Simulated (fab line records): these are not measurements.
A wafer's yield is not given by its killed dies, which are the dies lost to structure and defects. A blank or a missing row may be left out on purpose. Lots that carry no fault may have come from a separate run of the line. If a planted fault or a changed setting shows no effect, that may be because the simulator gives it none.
fab line records | flow n5_finfet
record: lots: 4 wafers: 10 last_day: 16
route steps=1938 shown BEOL_M4@1099 BEOL_M5@1112 BEOL_M15@1824 PASSIVATION@1936
lots untouched by any fault: they come from a run of this same line in which no faults occurred
start_h: start of the lot's first displayed wafer, in hours after the record's first day | wait_h: how many hours have passed since the lot's step before this one | " same as the row above | L1.1+2: several wafers, shown together as one row | - value missing, or start not given | * or withheld: withheld | < > ~ a bound
route shown NAME@n: a module of which the file shows steps, and the number in the route of the first | usual: average and standard deviation across the fault-free wafers | same: alike in all rows | chamber/n: place in a boat | sites: readings site by site | _std_site: standard deviation of those values | _edge_site: mean of outer sites minus mean of inner sites | radius_mm: for every site, how far away it sits from the centre of the wafer | mask NAME#n: copy n | behind: tool/chamber where the wafer was last shaped | hold: reason for holding the lot/hours on hold/outcome of the hold | device: the n, p or np transistor that did not switch | end of line: the route-end tests of the same wafers | step lacking rows: just its recipe | killed: the dies lost at the first sort to structure and to defects; this is not the yield of the wafer | map: a wafer's dies, x killed, . not, _ none there
set.NAME: the setting as run; set.NAME@STEP: as run at that earlier step | model.NAME: the simulator's own value behind a step, which no gauge read
a table for each step, a row for each wafer; lots at some steps of the route
services: a tool's chamber out of use, with start hour (start_h, from the record's first day; less than 0 if before it), hours out, and reason
== steps ==
step: N5_BEOL_M4_ANNEAL_95
recipe: temp_c: 400 time_s: 240 ambient: vacuum
step: N5_BEOL_M4_SPUTTER_96
recipe: material: Cu target_thk_a: 45 temp_c: -20 chamber_pressure_pa: 0.07 power_w: withheld time_s: 8.29
step: N5_BEOL_M4_ECD_50
recipe: material: Cu target_thk_a: 3000
step: N5_BEOL_M4_ANNEAL_51
recipe: temp_c: 225 time_s: 90 ambient: N2
step: N5_BEOL_M4_CMP_52
recipe: stop_on: SiOC t_overpolish_s: 6.8 down_force_psi: 1 platen_rpm: 50 clearing_platen_down_force_psi: 1.5 clearing_platen_rpm: 50 post_cmp_clean: cu_alkaline target_thk_nm: 40 clearing_platen_pad_velocity_m_s: 0.99484 pad_velocity_m_s: 0.99484
step: N5_BEOL_M4_PRE_CLEAN_60
recipe: gas: NH3/H2 time_s: 15 temp_c: * rf_power_w: 300
step: N5_BEOL_M4_CO_CAP_55
recipe: material: Co target_thk_a: 20 temp_c: 200 precursor: CCTBA/H2 pressure_torr: 30 time_s: 102.1
step: N5_BEOL_M4_PRE_CLEAN_56
recipe: gas: NH3 time_s: 15 temp_c: withheld rf_power_w: 300
step: N5_BEOL_M4_DEP_57
recipe: material: SiCN target_thk_a: 80 temp_c: withheld precursor: 3MS/NH3 pressure_torr: 3 rf_w: 202 time_s: 14
step: N5_BEOL_M4_RC_MEAS_101
usual: DIBL_N: 35.8/1.5 DIBL_P: 35.9/1.8 IOFF_N: 0.152/0.025 IOFF_P: 0.21/0.031 ION_N: 672/11 ION_P: 462/7.4 SS_N: 71.5/0.52 SS_P: 73.2/0.54 VT_N: 250/3 VT_P: -250/3.3
columns lot.wafer tool chamber start_h wait_h DIBL_N[mV/V] DIBL_P[mV/V] IOFF_N[nA/um] IOFF_P[nA/um] ION_N[uA/um] ION_P[uA/um] SS_N[mV/dec] SS_P[mV/dec] VT_N[mV] VT_P[mV]
L645.1 prober-01 0 178.53 0.0 35.7 33.7 0.129 0.16 669 461 71.3 72.9 254 -256
L645.3 " 0 " " 37.3 35.2 0.144 0.18 661 450 70.8 73.3 252 -254
L645.6 " 0 " " 36.7 33.4 0.127 0.15 661 450 71.7 73.0 255 -257
L659.4 prober-01 0 285.37 0.5 36.2 37.2 0.177 0.23 693 470 70.9 73.8 246 -248
L659.5 " 0 " " 36.6 37.0 0.176 0.22 672 458 71.3 74.2 248 -248
L661.2 prober-02 0 285.99 0.2 34.3 35.6 0.129 0.20 669 464 71.0 73.1 256 -252
L661.4 " 0 " " 36.2 38.6 0.161 0.24 677 468 71.2 73.8 250 -252
L663.1 prober-02 0 300.36 0.0 34.1 34.8 0.141 0.20 655 454 71.6 73.6 250 -249
L663.4 " 0 " " 35.3 36.5 0.157 0.22 672 467 71.7 73.4 248 -248
L663.5 " 0 " " 37.5 39.3 0.206 0.28 681 471 71.9 74.0 247 -246
step: N5_BEOL_M5_ILD_DEP_00
recipe: material: SiCOH_lowk target_thk_a: 1406.4 temp_c: 300 precursor: DEMS/porogen pressure_torr: 5 rf_w: 500 time_s: 25.9
step: N5_BEOL_M5_CURE_79
recipe: temp_c: 385 time_s: 240 ambient: He/Ar material: SiCOH_lowk
step: N5_BEOL_M5_PECVD_70
recipe: material: SiO2 target_thk_a: 160 temp_c: 400 precursor: TEOS/O2 pressure_torr: 5.5 rf_w: 450 teos_flow_sccm: 53.8 gas: O2 flow_sccm: 3000 time_s: 18
step: N5_BEOL_M5_HM_DEP_02
recipe: material: TiN target_thk_a: 200 temp_c: 25 chamber_pressure_pa: 0.49996
step: N5_BEOL_M5_COAT_59
recipe: resist: SOC temp_c: 250 time_s: 60 spin_rpm: 1500 resist_thk_nm: 60
step: N5_BEOL_M5_COAT_60
recipe: resist: SiARC temp_c: 220 time_s: 60 spin_rpm: 1500 resist_thk_nm: 12
step: N5_BEOL_M5_COAT_71
recipe: resist: underlayer temp_c: 205 time_s: 60 spin_rpm: 1500 resist_thk_nm: 5
step: N5_BEOL_M5_COAT_05
recipe: resist: CAR-EUV spin_rpm: 1500 resist_thk_nm: 30
step: N5_BEOL_M5_EBR_07
recipe: solvent: PGMEA ebr_width_mm: 1.5
step: N5_BEOL_M5_SOFTBAKE_06
recipe: temp_c: 110 time_s: 60 resist: CAR-EUV
step: N5_BEOL_M5_EXPOSE_08
recipe: mask_id: M5 na: 0.33 source_shape: annular sigma_inner: 0.4 sigma_outer: 0.8 polarization: unpolarized target_cd_nm: 28 dose_mj: 35.75
step: N5_BEOL_M5_PEB_09
recipe: peb_temp_c: 100 peb_time_s: 60 resist: CAR-EUV
step: N5_BEOL_M5_DEVELOP_10
recipe: develop_time_s: 30 developer: TMAH resist: CAR-EUV rinse_liquid: surfactant_rinse dry: air_spin dev_temp_c: 23
step: N5_BEOL_M5_DESCUM_16
recipe: chemistry: O2 time_s: 7 source_power_w: 50 bias_power_w: 20 pressure_mtorr: 20 rf_frequency_hz: 2.712e+07 temp_c: 40 resist: CAR-EUV o2_flow_sccm: 225
step: N5_BEOL_M5_ETCH_72
recipe: chemistry: N2/H2 target: underlayer target_depth_a: 65 mask_material: CAR-EUV time_s: 5.2 ion_energy_ev: 200 pressure_mtorr: 30 source_w: 840 bias_w: 150 n2_flow_sccm: 200 h2_flow_sccm: 200 ends: cleared
step: N5_BEOL_M5_ETCH_61
recipe: chemistry: CF4 target: SiARC target_depth_a: 156 mask_material: CAR-EUV time_s: 26 ion_energy_ev: 80 pressure_mtorr: 40 source_w: 545 bias_w: 36 Ar_flow_sccm: 100 cf4_flow_sccm: 100 ends: cleared
step: N5_BEOL_M5_ETCH_62
recipe: chemistry: N2/H2 target: SOC target_depth_a: 750 overetch_a: 150 mask_material: SiARC temp_c: 40 time_s: 112.5 ion_energy_ev: 200 pressure_mtorr: 30 source_w: 840 bias_w: 150 n2_flow_sccm: 200 h2_flow_sccm: 200
step: N5_BEOL_M5_STRIP_63
recipe: chemistry: N2/H2 temp_c: 40 n2_flow_sccm: 200 h2_flow_sccm: 200 rf_frequency_hz: 6e+07
step: N5_BEOL_M5_STRIP_73
recipe: chemistry: N2/H2 temp_c: 40 n2_flow_sccm: 200 h2_flow_sccm: 200 rf_frequency_hz: 6e+07
step: N5_BEOL_M5_STRIP_64
recipe: chemistry: CF4 resist: SiARC power_w: 300 bias_power_w: 75 pressure_mtorr: 50 cf4_flow_sccm: 150 rf_frequency_hz: 6e+07
step: N5_BEOL_M5_HM_OPEN_17
recipe: chemistry: Cl2/BCl3 target_depth_a: 200 overetch_a: 60 target: TiN mask_material: SOC ion_energy_ev: 150 pressure_mtorr: 10 icp_w: 1000 bias_w: 126 Cl2_flow_sccm: 53.25 bcl3_flow_sccm: 21.75 Ar_flow_sccm: 25
step: N5_BEOL_M5_STRIP_19
recipe: chemistry: O2 power_w: 400 temp_c: 40 pressure_mtorr: 30 rf_frequency_hz: 6e+07 bias_power_w: 0 overash_fraction: 0.2 o2_flow_sccm: 225
step: N5_BEOL_M5_COAT_65
recipe: resist: SOC temp_c: 250 time_s: 60 spin_rpm: 1500 resist_thk_nm: 60
step: N5_BEOL_M5_COAT_66
recipe: resist: SiARC temp_c: 220 time_s: 60 spin_rpm: 1500 resist_thk_nm: 12
step: N5_BEOL_M15_CMP_49
recipe: stop_on: SiO2 t_overpolish_s: 4.9 down_force_psi: 2 platen_rpm: 80 clearing_platen_down_force_psi: 2 clearing_platen_rpm: 80 post_cmp_clean: cu_alkaline target_thk_nm: 850 clearing_platen_pad_velocity_m_s: 1.5917 pad_velocity_m_s: 1.5917
usual: barrier_field_endpoint_s: 11.30/0.28 motor_current_A: 7.9/0.95 overpolish_run_s: 4.901/0.0097 retaining_ring_pressure_frac: 0.999/0.0041
columns lot.wafer tool chamber start_h wait_h barrier_field_endpoint_s motor_current_A overpolish_run_s retaining_ring_pressure_frac
L645.1 cmp-01 1 267.10 0.3 11.43 7.4 4.892 0.998
L645.3 " 2 " " 11.66 6.7 4.906 0.997
L645.6 " 1 " " 11.41 7.5 4.905 1.003
L659.4 cmp-01 3 362.86 0.1 22.21 9.6 3.804 1.006
L659.5 " 0 " " 22.29 8.3 3.709 0.996
L661.2 cmp-01 1 367.65 0.3 11.53 7.4 4.901 1.006
L661.4 " 2 " " 22.50 7.1 3.510 0.999
L663.4 cmp-03 1 382.22 0.1 10.99 9.5 4.916 1.002
L663.1 " 0 " " 11.29 6.6 4.899 1.002
L663.5 " 1 " " 11.14 9.4 4.905 1.003
step: N5_BEOL_M15_THK_MEAS_50
recipe: thk_meas_gauge: xrf reads: Cu_of_BEOL_M15_ECD_47
usual: M15_THK: 830/18
columns lot.wafer tool chamber start_h wait_h M15_THK[nm]
L645.1 film_metro-02 - 267.39 - 820
L645.3 " - " " 857
L645.6 " - " " 804
L659.4 film_metro-01 - 363.16 - 1525
L659.5 " - " " 1508
L661.2 film_metro-02 - 367.87 - 807
L661.4 " - " " 1561
L663.1 film_metro-01 - 382.51 - 840
L663.4 " - " " 833
L663.5 " - " " 836
step: N5_BEOL_M15_INSPECT_55
recipe: inspect_instrument: darkfield mode: post_dep
usual: raw_defect_count: 74/25
columns lot.wafer tool chamber start_h wait_h raw_defect_count
L645.1 defect_inspect-02 - 267.55 0.0 95
L645.3 " - " " 127
L645.6 " - " " 97
L659.4 defect_inspect-02 - 363.34 0.0 6337
L659.5 " - " " 6377
L661.2 defect_inspect-01 - 368.02 0.0 43
L661.4 " - " " 6210
L663.1 defect_inspect-02 - 382.70 0.0 127
L663.4 " - " " 117
L663.5 " - " " 76
step: N5_PASSIVATION_PROBE_49
usual: defect_limited_yield: 91.7/1.7 killed_at_M0_to_M3: 34/10 killed_at_M4_up: 13/5.1 killed_at_contacts: 12/6.2 killed_at_front_end: 36/12 killed_at_other: 3.2/2.6 killed_dies: 98/20 killed_on_rim: 13/4.5 killed_open: 65/13 killed_short: 32/8.4 sort_bin_5_function: 4.8/1.1 sort_bin_6_memory: 3.2/0.74 sort_n_pass: 1082/20 sort_yield_pct: 91.7/1.7
same: gross_dies: 1180 killed_at_back_side: 0 sort_bin_4_leakage[%]: 0 sort_bin_8_speed[%]: 0
columns lot.wafer tool chamber start_h wait_h defect_limited_yield[%] killed_at_M0_to_M3 killed_at_M4_up killed_at_contacts killed_at_front_end killed_at_other killed_dies killed_on_rim killed_open killed_short sort_bin_5_function[%] sort_bin_6_memory[%] sort_n_pass sort_yield_pct[%]
L645.1 prober-02 - 280.81 0.0 93.4 23 14 14 19 8 78 11 52 26 4.0 2.3 1102 93.4
L645.3 prober-02 - 280.91 0.1 92.2 31 7 14 35 5 92 10 56 36 4.4 2.9 1088 92.2
L645.6 prober-02 - 281.06 0.3 91.6 32 18 20 14 15 99 16 66 33 5.5 2.5 1081 91.6
L659.4 prober-01 - 376.64 0.2 0 37 1095 9 38 1 1180 152 66 28 4.7 3.3 0 0
L659.5 prober-01 - 376.69 0.2 0 33 1068 17 57 5 1180 152 88 41 6.8 3.8 0 0
L661.2 prober-02 - 381.95 0.1 90.1 52 14 14 35 2 117 15 80 36 5.8 4.0 1063 90.1
L661.4 prober-02 - 382.05 0.2 0 23 1116 10 30 1 1180 152 55 25 4.2 2.6 0 0
L663.1 prober-02 - 395.40 0.0 93.2 43 12 5 20 0 80 10 54 26 3.7 2.8 1100 93.2
L663.4 prober-02 - 395.55 0.2 92.6 29 12 16 30 0 87 8 58 28 4.7 2.5 1093 92.6
L663.5 prober-02 - 395.60 0.2 89.7 32 24 20 41 4 121 10 77 43 6.4 3.6 1059 89.7
killed by level:class
L645.1 MOL_CONTACT_COAG:geometric_particle:open=10 BEOL_M4:geometric_particle:open=6 DUMMY_GATE:geometric_particle:open=5 BEOL_M0:geometric_particle:open=4 MOL_CONTACT_COAG:geometric_particle:short=4 BEOL_M0_SAQP:geometric_particle:short=4 BEOL_M2:geometric_particle:open=4 STI_FIN_REVEAL:geometric_particle:open=3
L645.3 MOL_CONTACT_COAG:geometric_particle:open=13 BEOL_M0_SAQP:geometric_particle:short=11 FIN_SAQP:geometric_particle:short=8 FIN_SAQP:geometric_particle:open=8 BEOL_M2:geometric_particle:open=6 BEOL_M0_SAQP:geometric_particle:open=5 STI_FIN_REVEAL:geometric_particle:open=3 DUMMY_GATE:geometric_particle:open=3
L645.6 MOL_CONTACT_COAG:geometric_particle:open=18 BEOL_M4:geometric_particle:open=12 BEOL_M0_SAQP:geometric_particle:short=10 BEOL_M0_SAQP:geometric_particle:open=7 BEOL_M1:geometric_particle:open=5 MIM_TOP:geometric_particle:open=4 STARTING-WAFER:geometric_particle:short=4 MIM_TOP:geometric_particle:short=3
L659.4 BEOL_M15:area_cmp=1084 GATE_CUT:geometric_particle:open=9 GATE_CUT:geometric_particle:short=9 BEOL_M3:geometric_particle:open=9 MOL_CONTACT_COAG:geometric_particle:open=7 BEOL_M2:geometric_particle:open=7 STI_FIN_REVEAL:geometric_particle:open=6 BEOL_M0_SAQP:geometric_particle:open=6
L659.5 BEOL_M15:area_cmp=1050 FIN_SAQP:geometric_particle:open=14 MOL_CONTACT_COAG:geometric_particle:open=14 STI_FIN_REVEAL:geometric_particle:open=9 BEOL_M2:geometric_particle:open=9 BEOL_M4:geometric_particle:open=9 FIN_SAQP:geometric_particle:short=8 GATE_CUT:geometric_particle:short=7
L661.2 BEOL_M0_SAQP:geometric_particle:open=19 BEOL_M0_SAQP:geometric_particle:short=12 MOL_CONTACT_COAG:geometric_particle:open=11 BEOL_M2:geometric_particle:open=11 FIN_SAQP:geometric_particle:open=7 STI_FIN_REVEAL:geometric_particle:open=6 FIN_SAQP:geometric_particle:short=5 BEOL_M1:geometric_particle:open=5
L661.4 BEOL_M15:area_cmp=1098 MOL_CONTACT_COAG:geometric_particle:open=8 FIN_SAQP:geometric_particle:short=6 BEOL_M0_SAQP:geometric_particle:short=6 DUMMY_GATE:geometric_particle:open=5 STI_FIN_REVEAL:geometric_particle:open=5 BEOL_M2:geometric_particle:open=5 BEOL_M4:geometric_particle:open=5
L663.1 BEOL_M2:geometric_particle:open=10 BEOL_M0_SAQP:geometric_particle:short=8 BEOL_M0_SAQP:geometric_particle:open=7 BEOL_M1:geometric_particle:open=5 BEOL_M3:geometric_particle:open=5 ILD0:geometric_particle:open=4 BEOL_M4:geometric_particle:open=4 FIN_SAQP:geometric_particle:open=3
L663.4 MOL_CONTACT_COAG:geometric_particle:open=13 FIN_SAQP:geometric_particle:open=8 BEOL_M3:geometric_particle:open=7 FIN_SAQP:geometric_particle:short=6 BEOL_M2:geometric_particle:open=6 BEOL_M1:geometric_particle:open=4 BEOL_M3:geometric_particle:short=4 BEOL_M0_SAQP:geometric_particle:short=3
L663.5 MOL_CONTACT_COAG:geometric_particle:open=15 BEOL_M4:geometric_particle:open=11 FIN_SAQP:geometric_particle:short=10 BEOL_M0_SAQP:geometric_particle:open=9 FIN_SAQP:geometric_particle:open=7 BEOL_M0_SAQP:geometric_particle:short=7 STI_FIN_REVEAL:geometric_particle:open=6 DUMMY_GATE:geometric_particle:open=5
map L659.4 (x killed, . not)
_________________xxxxxxxxxxxx________________
______________xxxxxxxxxxxxxxxxxx_____________
___________xxxxxxxxxxxxxxxxxxxxxxxx__________
__________xxxxxxxxxxxxxxxxxxxxxxxxxx_________
________xxxxxxxxxxxxxxxxxxxxxxxxxxxxxx_______
_______xxxxxxxxxxxxxxxxxxxxxxxxxxxxxxxx______
______xxxxxxxxxxxxxxxxxxxxxxxxxxxxxxxxxx_____
_____xxxxxxxxxxxxxxxxxxxxxxxxxxxxxxxxxxxx____
____xxxxxxxxxxxxxxxxxxxxxxxxxxxxxxxxxxxxxx___
___xxxxxxxxxxxxxxxxxxxxxxxxxxxxxxxxxxxxxxxx__
___xxxxxxxxxxxxxxxxxxxxxxxxxxxxxxxxxxxxxxxx__
__xxxxxxxxxxxxxxxxxxxxxxxxxxxxxxxxxxxxxxxxxx_
__xxxxxxxxxxxxxxxxxxxxxxxxxxxxxxxxxxxxxxxxxx_
_xxxxxxxxxxxxxxxxxxxxxxxxxxxxxxxxxxxxxxxxxxxx
_xxxxxxxxxxxxxxxxxxxxxxxxxxxxxxxxxxxxxxxxxxxx
_xxxxxxxxxxxxxxxxxxxxxxxxxxxxxxxxxxxxxxxxxxxx
_xxxxxxxxxxxxxxxxxxxxxxxxxxxxxxxxxxxxxxxxxxxx
_xxxxxxxxxxxxxxxxxxxxxxxxxxxxxxxxxxxxxxxxxxxx
_xxxxxxxxxxxxxxxxxxxxxxxxxxxxxxxxxxxxxxxxxxxx
_xxxxxxxxxxxxxxxxxxxxxxxxxxxxxxxxxxxxxxxxxxxx
_xxxxxxxxxxxxxxxxxxxxxxxxxxxxxxxxxxxxxxxxxxxx
__xxxxxxxxxxxxxxxxxxxxxxxxxxxxxxxxxxxxxxxxxx_
__xxxxxxxxxxxxxxxxxxxxxxxxxxxxxxxxxxxxxxxxxx_
___xxxxxxxxxxxxxxxxxxxxxxxxxxxxxxxxxxxxxxxx__
___xxxxxxxxxxxxxxxxxxxxxxxxxxxxxxxxxxxxxxxx__
____xxxxxxxxxxxxxxxxxxxxxxxxxxxxxxxxxxxxxx___
_____xxxxxxxxxxxxxxxxxxxxxxxxxxxxxxxxxxxx____
______xxxxxxxxxxxxxxxxxxxxxxxxxxxxxxxxxx_____
_______xxxxxxxxxxxxxxxxxxxxxxxxxxxxxxxx______
________xxxxxxxxxxxxxxxxxxxxxxxxxxxxxx_______
__________xxxxxxxxxxxxxxxxxxxxxxxxxx_________
___________xxxxxxxxxxxxxxxxxxxxxxxx__________
______________xxxxxxxxxxxxxxxxxx_____________
_________________xxxxxxxxxxxx________________
map L661.4 (x killed, . not)
_________________xxxxxxxxxxxx________________
______________xxxxxxxxxxxxxxxxxx_____________
___________xxxxxxxxxxxxxxxxxxxxxxxx__________
__________xxxxxxxxxxxxxxxxxxxxxxxxxx_________
________xxxxxxxxxxxxxxxxxxxxxxxxxxxxxx_______
_______xxxxxxxxxxxxxxxxxxxxxxxxxxxxxxxx______
______xxxxxxxxxxxxxxxxxxxxxxxxxxxxxxxxxx_____
_____xxxxxxxxxxxxxxxxxxxxxxxxxxxxxxxxxxxx____
____xxxxxxxxxxxxxxxxxxxxxxxxxxxxxxxxxxxxxx___
___xxxxxxxxxxxxxxxxxxxxxxxxxxxxxxxxxxxxxxxx__
___xxxxxxxxxxxxxxxxxxxxxxxxxxxxxxxxxxxxxxxx__
__xxxxxxxxxxxxxxxxxxxxxxxxxxxxxxxxxxxxxxxxxx_
__xxxxxxxxxxxxxxxxxxxxxxxxxxxxxxxxxxxxxxxxxx_
_xxxxxxxxxxxxxxxxxxxxxxxxxxxxxxxxxxxxxxxxxxxx
_xxxxxxxxxxxxxxxxxxxxxxxxxxxxxxxxxxxxxxxxxxxx
_xxxxxxxxxxxxxxxxxxxxxxxxxxxxxxxxxxxxxxxxxxxx
_xxxxxxxxxxxxxxxxxxxxxxxxxxxxxxxxxxxxxxxxxxxx
_xxxxxxxxxxxxxxxxxxxxxxxxxxxxxxxxxxxxxxxxxxxx
_xxxxxxxxxxxxxxxxxxxxxxxxxxxxxxxxxxxxxxxxxxxx
_xxxxxxxxxxxxxxxxxxxxxxxxxxxxxxxxxxxxxxxxxxxx
_xxxxxxxxxxxxxxxxxxxxxxxxxxxxxxxxxxxxxxxxxxxx
__xxxxxxxxxxxxxxxxxxxxxxxxxxxxxxxxxxxxxxxxxx_
__xxxxxxxxxxxxxxxxxxxxxxxxxxxxxxxxxxxxxxxxxx_
___xxxxxxxxxxxxxxxxxxxxxxxxxxxxxxxxxxxxxxxx__
___xxxxxxxxxxxxxxxxxxxxxxxxxxxxxxxxxxxxxxxx__
____xxxxxxxxxxxxxxxxxxxxxxxxxxxxxxxxxxxxxx___
_____xxxxxxxxxxxxxxxxxxxxxxxxxxxxxxxxxxxx____
______xxxxxxxxxxxxxxxxxxxxxxxxxxxxxxxxxx_____
_______xxxxxxxxxxxxxxxxxxxxxxxxxxxxxxxx______
________xxxxxxxxxxxxxxxxxxxxxxxxxxxxxx_______
__________xxxxxxxxxxxxxxxxxxxxxxxxxx_________
___________xxxxxxxxxxxxxxxxxxxxxxxx__________
______________xxxxxxxxxxxxxxxxxx_____________
_________________xxxxxxxxxxxx________________
== services ==
columns tool chamber start_h hours kind
cmp-01 - 249.01 5.0 pm
cmp-01 - 258.07 4.0 repair
cmp-03 - 310.81 1.6 repair
cmp-03 - 316.38 4.0 pm
cmp-03 - 320.38 - consumable_replace:conditioner
cmp-03 - 320.38 - consumable_replace:pad
cmp-03 - 343.22 4.0 pm
cmp-03 - 362.01 5.8 pm
== key ==
first_sign: step: N5_BEOL_M15_CMP_49 reading: overpolish_run_s direction: down sigmas: 99+ usual: 4.901 struck: 3.674
effect: step: N5_BEOL_M15_CMP_49 reading: barrier_field_endpoint_s direction: up sigmas: 40 usual: 11.30 struck: 22.34
effect: step: N5_BEOL_M15_THK_MEAS_50 reading: M15_THK direction: up sigmas: 38 usual: 830 struck: 1532
effect: step: N5_BEOL_M15_INSPECT_55 reading: raw_defect_count direction: up sigmas: 99+ usual: 74 struck: 6308
effect: step: N5_PASSIVATION_PROBE_49 reading: killed_at_M4_up direction: up sigmas: 99+ usual: 13 struck: 1093
more_kills_born_at: N5_BEOL_M15_CMP_49@cmp-01: 3232
met_at N5_BEOL_M15_CMP_49
struck_wafers L659.4,L659.5,L661.4
later_rows_left_out L659.4,L659.5,L661.4
onset_between 267.10 362.86
fault: kind: process_parameter_drift tool: cmp-01 chamber: - onset_h: 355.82 steps: N5_BEOL_M15_CMP_49 channel: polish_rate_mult offset: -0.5 shape: step end_h: 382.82 scope: struck_wafers_only
later_rows_left_out: the simulator's readings of these wafers behind a module that went badly wrong aren't trusted and aren't shown, but for the sort
